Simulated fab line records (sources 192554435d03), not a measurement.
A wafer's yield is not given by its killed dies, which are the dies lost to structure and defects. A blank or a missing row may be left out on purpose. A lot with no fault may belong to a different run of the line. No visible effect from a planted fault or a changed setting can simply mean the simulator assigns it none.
Problem report, 8D (eight disciplines) form, completed by code / flow n5_finfet / the parts of the form that need people (team, actions taken, sign-off) are left out

1. THE PROBLEM
Mean of strip_time_to_endpoint_s at N5_SDB_STRIP_22: 98.7 s across 5 wafers in 3 lots; on wafers with no fault it is 96.3 s (standard deviation 0.4). That puts it +6.0 standard deviations away from the usual mean.
The step: strips in N2/H2.
Earliest sighting: wafer L322.4 on plasma_asher-01 at day 7 15:59. The record holds 40 wafers of 15 lots with a number at this step. Rule for "out" (also "out of limits"): further than 4 standard deviations from the usual mean. The rest of the wafers with a number are treated as sound.

2. WHAT IT IS AND WHAT IT IS NOT
question=which readings at this step | is=strip_time_to_endpoint_s | is not=drypump_motor_current_A, heater_power_w
question=which lots | is=L322, L324, L325 | is not=L307, L308, L309, L310, L311, L312, L313, L314, L315, L317, L318, L330
question=which wafers of those lots | is=L322.4, L322.6, L324.4, L325.4, L325.6 | is not=L322.1, L324.3, L325.2
question=read on which tools | is=plasma_asher-01 | is not=plasma_asher-02
question=when | is=from day 7 15:59 | is not=up to then (30 sound wafers); but 5 sound wafers of L324, L325, L330 came after

3. THE SUSPECTS, EACH WITH WHAT RULES IT OUT
Counting: a tool at a process step up to the reading stays a suspect if it ran every lot that is out. Sound lots after the first of them don't rule it out here, since some wafers of a struck lot are sound.
- rie_diel-04 at N5_SDB_ETCH_18 (etches SOC in N2/H2, target depth 100 nm, overetch 20 nm, time 150 s): kept. It processed each lot that is out (first: L322, day 7 15:46); up to then, its last sound lot is L315 (day 5 15:59).
- rie_diel-04 at N5_SDB_HM_OPEN_20 (chemistry CH3F/O2, target SiNx, stops on poly-Si, target depth 24 nm): kept. It processed each lot that is out (first: L322, day 7 15:55); up to then, its last sound lot is L315 (day 5 16:08).
- plasma_asher-01 at N5_SDB_STRIP_22 (strips in N2/H2): kept. It processed each lot that is out (first: L322, day 7 15:59); up to then, its last sound lot is L315 (day 5 16:13). Out on those wafers are its own readings of strip_time_to_endpoint_s.
After the count, these remain: rie_diel-04 at N5_SDB_ETCH_18, rie_diel-04 at N5_SDB_HM_OPEN_20 and plasma_asher-01 at N5_SDB_STRIP_22.

4. THE CAUSE (what the simulator had put in)
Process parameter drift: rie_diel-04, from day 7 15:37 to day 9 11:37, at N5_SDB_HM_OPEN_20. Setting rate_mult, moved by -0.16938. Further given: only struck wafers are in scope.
3 suspects survive the count, and this tool is in that group.

5. THE CHAIN OF EFFECTS, in route order
Each row: a reading whose mean over the struck wafers that have a number lies more than 3 standard deviations from the usual. Readings are gone through only where the record gives a usual standard deviation; hours: the median, over the lots, of the time from a lot's start at the first step in this table giving one to that lot's start at this step; sigmas: the change measured in usual standard deviations.
hours=0; step=N5_SDB_STRIP_22; reading=strip_time_to_endpoint_s; usual=96.3 s; on struck wafers=98.7; change=+2.4; sigmas=+6.0
It contains these process steps:
- N5_SDB_STRIP_22: strips in N2/H2.
Later steps that measure or inspect, where all struck wafers having a row at the step show a number for every such reading and not one has moved that far: N5_SDB_INSPECT_36, N5_BEOL_M4_RC_MEAS_101.

6. HOW IT WOULD HAVE BEEN CAUGHT EARLIER
0 hours passed between the start of the fault at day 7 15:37 and the first reading out of limits in this record, taken at day 7 15:59.
An alarm limit of 4 standard deviations would not have fired on the tool readings at N5_SDB_HM_OPEN_20 for which the record gives a usual standard deviation, since none of them was out on any struck wafer.
Among the 3 lots that are out, L324, L325 began N5_SDB_HM_OPEN_20 on rie_diel-04 after day 7 15:59. A hold on the tool at that time would have spared those 2.
